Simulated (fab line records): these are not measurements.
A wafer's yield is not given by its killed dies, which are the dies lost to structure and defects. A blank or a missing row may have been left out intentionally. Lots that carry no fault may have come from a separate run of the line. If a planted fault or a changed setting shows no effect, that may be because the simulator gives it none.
Chamber matching / flow nandHarc / 4 sister chambers for NHARC_A_CONTACT_ETCH_90 on rieDiel-10
The step etches the open film in CH3F/O2, target depth 40 nm, time 85.7 s. 16 wafers are shown with their chamber, then 8 later ones without.

## EACH WAFER AND ITS CHAMBER
wafer=L348.3; chamber=0; drypumpMotorCurrentA (A)=5.3; showerheadPlenumPTorr (Torr)=2.47; rfVppV (V)=245.3
wafer=L348.5; chamber=0; drypumpMotorCurrentA (A)=5.3; showerheadPlenumPTorr (Torr)=2.47; rfVppV (V)=244.3
wafer=L348.6; chamber=1; drypumpMotorCurrentA (A)=6.5; showerheadPlenumPTorr (Torr)=2.50; rfVppV (V)=245.1
wafer=L357.1; chamber=2; drypumpMotorCurrentA (A)=5.8; showerheadPlenumPTorr (Torr)=2.60; rfVppV (V)=245.8
wafer=L357.3; chamber=0; drypumpMotorCurrentA (A)=5.3; showerheadPlenumPTorr (Torr)=2.47; rfVppV (V)=244.1
wafer=L357.5; chamber=3; drypumpMotorCurrentA (A)=6.5; showerheadPlenumPTorr (Torr)=2.42; rfVppV (V)=244.7
wafer=L356.3; chamber=2; drypumpMotorCurrentA (A)=5.8; showerheadPlenumPTorr (Torr)=2.59; rfVppV (V)=246.7
wafer=L356.4; chamber=3; drypumpMotorCurrentA (A)=6.5; showerheadPlenumPTorr (Torr)=2.42; rfVppV (V)=243.5
wafer=L356.6; chamber=1; drypumpMotorCurrentA (A)=6.5; showerheadPlenumPTorr (Torr)=2.50; rfVppV (V)=244.8
wafer=L359.3; chamber=0; drypumpMotorCurrentA (A)=5.3; showerheadPlenumPTorr (Torr)=2.47; rfVppV (V)=244.9
wafer=L359.4; chamber=3; drypumpMotorCurrentA (A)=6.6; showerheadPlenumPTorr (Torr)=2.42; rfVppV (V)=245.5
wafer=L359.5; chamber=1; drypumpMotorCurrentA (A)=6.5; showerheadPlenumPTorr (Torr)=2.50; rfVppV (V)=245.4
wafer=L360.1; chamber=0; drypumpMotorCurrentA (A)=5.3; showerheadPlenumPTorr (Torr)=2.47; rfVppV (V)=244.5
wafer=L360.2; chamber=3; drypumpMotorCurrentA (A)=6.6; showerheadPlenumPTorr (Torr)=2.41; rfVppV (V)=244.0
wafer=L360.5; chamber=0; drypumpMotorCurrentA (A)=5.3; showerheadPlenumPTorr (Torr)=2.47; rfVppV (V)=245.5
wafer=L362.2; chamber=1; drypumpMotorCurrentA (A)=6.5; showerheadPlenumPTorr (Torr)=2.50; rfVppV (V)=245.0

SIGNATURES, as means of the wafers listed above
reading=drypumpMotorCurrentA; chamber 0=5.300; chamber 1=6.500; chamber 2=5.800; chamber 3=6.550; scatter within a chamber=0.0289
reading=showerheadPlenumPTorr; chamber 0=2.4700; chamber 1=2.5000; chamber 2=2.5950; chamber 3=2.4175; scatter within a chamber=0.00323
reading=rfVppV; chamber 0=244.767; chamber 1=245.075; chamber 2=246.250; chamber 3=244.425; scatter within a chamber=0.608
Rule: distance of a wafer from a chamber = root of the sum over the readings of ((wafer's reading minus chamber's mean) / reading's scatter) squared. If the next closest chamber is less than 2 further off than the closest, the wafer can't be placed; otherwise it belongs to the closest. How the scatter is found: for the shown wafers, subtract from each reading the mean of its chamber, square and add these, divide the total by (wafers less chambers), then take the root.

## WAFERS MISSING THEIR CHAMBER
wafer=L362.3; drypumpMotorCurrentA (A)=6.5; showerheadPlenumPTorr (Torr)=2.41; rfVppV (V)=243.5
wafer=L362.5; drypumpMotorCurrentA (A)=5.3; showerheadPlenumPTorr (Torr)=2.47; rfVppV (V)=243.5
wafer=L363.3; drypumpMotorCurrentA (A)=6.5; showerheadPlenumPTorr (Torr)=2.41; rfVppV (V)=242.6
wafer=L363.4; drypumpMotorCurrentA (A)=5.3; showerheadPlenumPTorr (Torr)=2.47; rfVppV (V)=245.0
wafer=L363.5; drypumpMotorCurrentA (A)=5.8; showerheadPlenumPTorr (Torr)=2.59; rfVppV (V)=246.1
wafer=L361.4; drypumpMotorCurrentA (A)=5.3; showerheadPlenumPTorr (Torr)=2.47; rfVppV (V)=243.9
wafer=L361.5; drypumpMotorCurrentA (A)=6.5; showerheadPlenumPTorr (Torr)=2.41; rfVppV (V)=242.7
wafer=L361.6; drypumpMotorCurrentA (A)=5.8; showerheadPlenumPTorr (Torr)=2.59; rfVppV (V)=247.9

## EACH ONE'S CHAMBER
wafer=L362.3; from the rows above=3; in truth=3
wafer=L362.5; from the rows above=0; in truth=0
wafer=L363.3; from the rows above=3; in truth=3
wafer=L363.4; from the rows above=0; in truth=0
wafer=L363.5; from the rows above=2; in truth=2
wafer=L361.4; from the rows above=0; in truth=0
wafer=L361.5; from the rows above=3; in truth=3
wafer=L361.6; from the rows above=2; in truth=2
8 of 8 placed correctly. From these rows, 0 cannot be placed. Number placed wrongly: 0.
